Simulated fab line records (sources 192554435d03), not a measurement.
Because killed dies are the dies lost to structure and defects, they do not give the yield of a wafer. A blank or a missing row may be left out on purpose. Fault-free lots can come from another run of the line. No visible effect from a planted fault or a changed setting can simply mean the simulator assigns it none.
Split-lot trial + flow n5_finfet + 21 wafers read across 7 lots, on a route 1938 steps long

## SPLIT DETAILS
At N5_BEOL_M7_ETCH_61 (etches SiARC in CF4, target depth 45.5 nm, time 75.8 s), the setting source_w was moved away from the recipe's 545 W on 4 of the 21 wafers read, by -13.5% to +16.3%. All remaining wafers had this setting at the recipe value.

The reading comes from the split's own step.

## THE READING
rf_vpp_V, in V, at N5_BEOL_M7_ETCH_61 (etches SiARC in CF4, target depth 45.5 nm, time 75.8 s). A value of 184.0 V with a standard deviation of 1.2 V is what fault-free wafers of this fab line usually give.

| wafer  | tool, chamber at the split | source_w as run, W | against the recipe | rf_vpp_V, V | against lot-mates on the recipe |
|--------|----------------------------|--------------------|--------------------|-------------|---------------------------------|
| L078.4 | rie_diel-03, 2             | 545                | recipe             | 182.6       | -                               |
| L078.5 | rie_diel-03, 3             | 545                | recipe             | 185.4       | -                               |
| L078.6 | rie_diel-03, 1             | 545                | recipe             | 185.1       | -                               |
| L081.1 | rie_diel-06, 1             | 545                | recipe             | 182.6       | -                               |
| L081.3 | rie_diel-06, 3             | 545                | recipe             | 181.8       | -                               |
| L081.5 | rie_diel-06, 0             | 545                | recipe             | 184.0       | -                               |
| L080.1 | rie_diel-06, 0             | 545                | recipe             | 183.2       | -                               |
| L080.2 | rie_diel-06, 1             | 545                | recipe             | 183.6       | -                               |
| L080.6 | rie_diel-06, 2             | 545                | recipe             | 184.4       | -                               |
| L084.2 | rie_diel-06, 3             | 545                | recipe             | 181.8       | -                               |
| L084.5 | rie_diel-06, 3             | 545                | recipe             | 183.5       | -                               |
| L084.6 | rie_diel-06, 2             | 545                | recipe             | 183.7       | -                               |
| L083.1 | rie_diel-03, 0             | 580.9              | +6.6%              | 181.0       | -3.8                            |
| L083.2 | rie_diel-03, 2             | 580.9              | +6.6%              | 179.9       | -4.9                            |
| L083.4 | rie_diel-03, 3             | 545                | recipe             | 184.8       | -                               |
| L088.1 | rie_diel-04, 1             | 545                | recipe             | 185.4       | -                               |
| L088.3 | rie_diel-04, 0             | 545                | recipe             | 185.9       | -                               |
| L088.4 | rie_diel-04, 2             | 471.5              | -13.5%             | 193.5       | +7.8                            |
| L091.1 | rie_diel-03, 1             | 634                | +16.3%             | 174.7       | -10.2                           |
| L091.4 | rie_diel-03, 2             | 545                | recipe             | 185.0       | -                               |
| L091.6 | rie_diel-03, 0             | 545                | recipe             | 184.7       | -                               |

FIT RESULTS
A straight line over all 21 wafers: rf_vpp_V changes by -0.614 V for each +1% of source_w; r = -0.93; the points scatter about the line by 1.2 V.
The same after taking each lot's own level away (the mean of its wafers on the recipe; 21 wafers): -0.613 V for each +1%; r = -0.97; scatter 0.77 V.
The reading moves by 10 V for the largest change in source_w, on that fit.
From 182.80 to 185.65 V: that is the span of the lots' own levels, equal to 2.4 times the standard deviation above.
The two slopes are in agreement: the lot-to-lot level therefore moves the slope only a little.
Check: -9.97 V against its lot-mates is what the line predicts for one of the wafers moved furthest among these (+16.3%) when that wafer is left out of the fit. Against them it came out at -10.2 V.
Tool readings at the split's step, against how far the setting was moved: rf_vpp_V r = -0.93.

## THESE WAFERS: OTHER SPLITS
Note: prior to the reading, these wafers also went through further splits. Each is held against what the fit with the lots' levels taken away leaves over:
| other split on the same wafers   | wafers away from the commonest value | r with rf_vpp_V (lot level and that fit taken away) |
|----------------------------------|--------------------------------------|-----------------------------------------------------|
| N5_BEOL_M6_TRENCH_ETCH_37 time_s | 9                                    | -0.11                                               |
| N5_BEOL_M7_EXPOSE_08 dose_mj     | 2                                    | +0.17                                               |

## FILE'S OWN FIT
rf_vpp_V changes by -0.611 V for each +1% of source_w, r = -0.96.
